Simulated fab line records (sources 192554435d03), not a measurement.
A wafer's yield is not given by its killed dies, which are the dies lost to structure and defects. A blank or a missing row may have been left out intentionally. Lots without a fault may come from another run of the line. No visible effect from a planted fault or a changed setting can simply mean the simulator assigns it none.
8D (eight disciplines) problem report, filled in by code ; flow n5 finfet ; the parts of the form that need people (team, actions taken, sign-off) are left out

== 1. PROBLEM STATEMENT ==
Wafers free of any fault read 53.8 nm (standard deviation 0.95) for HMC_CMP_THK at N5_PMOS_HMC_CHANNEL_EPI_THK_MEAS_22, against a mean of 43.1 nm on 6 wafers of 2 lots. That puts it -11 standard deviations away from the usual mean.
First seen on wafer L126.1, day 6 01:34, on film metro-02. The record holds 36 wafers of 12 lots with a number at this step. Rule for "out" (also "out of limits"): further than 4 standard deviations from the usual mean. All remaining wafers that have a number are taken as sound.

== 2. WHAT THIS IS AND IS NOT ==
question;is;is not
which readings at this step;HMC_CMP_THK;-
which lots;L126, L127;L109, L111, L112, L114, L117, L118, L119, L120, L124, L132
which wafers of those lots;all that have a number;-
read on which gauges;film metro-02;film metro-01
when;from day 6 01:34;"up to then (27 sound wafers); but 3 sound wafers of L132 came after"

== 3. WHAT RULES OUT EACH SUSPECT ==
Counting: a tool stays on the suspect list if, at a process step up to the reading, it processed all lots that are out and no sound lot following the first of them.
- the gauge at N5_PMOS_HMC_CHANNEL_EPI_THK_MEAS_22: kept. All the wafers that are out were read on film metro-02, and no step on other tools shows them out.
- epi rpcvd-04 at N5_PMOS_HMC_CHANNEL_EPI_EPI_20 (deposits SiGe30, target thk 59 nm): kept. All lots that are out passed through it, beginning with L126 at day 5 23:56, and no sound lot followed; its final sound lot before that point was L124 at day 5 13:04.
The count leaves film metro-02 at N5_PMOS_HMC_CHANNEL_EPI_THK_MEAS_22 and epi rpcvd-04 at N5_PMOS_HMC_CHANNEL_EPI_EPI_20.

== 4. THE CAUSE (what the simulator had put in) ==
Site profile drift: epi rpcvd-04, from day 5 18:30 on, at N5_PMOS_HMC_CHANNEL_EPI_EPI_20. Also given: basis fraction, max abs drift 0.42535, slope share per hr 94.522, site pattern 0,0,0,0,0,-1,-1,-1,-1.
Counting left 2 suspects, and this tool is among them.

== 5. SEQUENCE OF EFFECTS, ordered by route ==
Each row: a reading whose mean over the struck wafers that have a number lies more than 3 standard deviations from the usual. Scope: only readings with a usual standard deviation given in the record; hours: median across lots of the time from each lot's start at the first step in this table that gives one to its start at this step; sigmas: change in usual standard deviations.
hours;step;reading;usual;on struck wafers;change;sigmas
0;N5_PMOS_HMC_CHANNEL_EPI_THK_MEAS_22;HMC_CMP_THK;53.8 nm;43.1;-10.7;-11

== 6. WHAT WOULD HAVE CAUGHT IT SOONER ==
The first out-of-limits reading at a measuring or inspecting step in this record came at day 6 01:34, 7 hours after the fault's start at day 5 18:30.
Tool readings at N5_PMOS_HMC_CHANNEL_EPI_EPI_20 with a usual standard deviation given in the record: none out on any struck wafer, hence no alarm at a limit of 4 standard deviations on them.
Among the 2 lots that are out, L127 began N5_PMOS_HMC_CHANNEL_EPI_EPI_20 on epi rpcvd-04 after day 6 01:34. It would have been spared by a hold on the tool at that moment.
